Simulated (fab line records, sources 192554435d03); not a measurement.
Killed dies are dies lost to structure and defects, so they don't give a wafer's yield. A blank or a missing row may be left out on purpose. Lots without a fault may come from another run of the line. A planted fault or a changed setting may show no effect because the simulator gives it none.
Chamber matching | flow n5_finfet | N5_FIN_SAQP_PECVD_47 on pecvd-04: 3 sister chambers
The step deposits a-Si from SiH4/He, target thk 45 nm, time 36.3 s. 14 wafers are shown with their chamber, then 7 later ones without.

WAFERS WITH THEIR CHAMBER
wafer  | chamber | throttle_valve_pct (%) | showerhead_plenum_p_Torr (Torr) | heater_power_w (W)
L074.2 | 2       | 18.6                   | 5.63                            | 943
L074.3 | 0       | 18.4                   | 5.65                            | 1080
L074.4 | 1       | 17.8                   | 5.70                            | 877
L076.3 | 2       | 18.8                   | 5.63                            | 886
L076.4 | 2       | 19.0                   | 5.63                            | 862
L076.6 | 1       | 17.9                   | 5.69                            | 933
L077.3 | 0       | 18.7                   | 5.69                            | 1082
L077.4 | 0       | 18.5                   | 5.69                            | 1088
L077.6 | 1       | 17.7                   | 5.70                            | 1000
L085.1 | 1       | 17.7                   | 5.70                            | 820
L085.4 | 2       | 18.9                   | 5.62                            | 907
L085.5 | 1       | 17.9                   | 5.69                            | 824
L089.2 | 0       | 18.6                   | 5.69                            | 1114
L089.4 | 2       | 19.2                   | 5.62                            | 898

SIGNATURES (means of the wafers above)
reading                  | chamber 0 | chamber 1 | chamber 2 | scatter within a chamber
throttle_valve_pct       | 18.550    | 17.800    | 18.900    | 0.162
showerhead_plenum_p_Torr | 5.6800    | 5.6960    | 5.6260    | 0.0114
heater_power_w           | 1091.00   | 890.80    | 899.20    | 50.1
Rule: a wafer's distance from a chamber is the root of the sum, over the readings, of the square of ((its reading less the chamber's mean) divided by the reading's scatter). The wafer belongs to the nearest chamber; if the next one is less than 2 further off, it can't be placed. The scatter: the root of (the sum of the squares of (reading less its chamber's mean) over the shown wafers, divided by (wafers less chambers)).

WAFERS WITHOUT THEIR CHAMBER
wafer  | throttle_valve_pct (%) | showerhead_plenum_p_Torr (Torr) | heater_power_w (W)
L089.6 | 18.5                   | 5.67                            | 1094
L095.1 | 17.9                   | 5.70                            | 836
L095.4 | 17.9                   | 5.71                            | 843
L095.5 | 18.4                   | 5.67                            | 1080
L096.1 | 17.8                   | 5.70                            | 972
L096.2 | 19.2                   | 5.62                            | 821
L096.3 | 18.3                   | 5.66                            | 888

WHICH CHAMBER EACH WENT THROUGH
wafer  | from the rows above          | in truth
L089.6 | 0                            | 0
L095.1 | 1                            | 1
L095.4 | 1                            | 1
L095.5 | 0                            | 0
L096.1 | 1                            | 1
L096.2 | 2                            | 2
L096.3 | can't be placed: 1 or 0 or 2 | 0
Placed correctly: 6 of 7. Can't be placed from these rows: 1 (the true chamber is among the candidates in 1). Placed wrongly: 0.
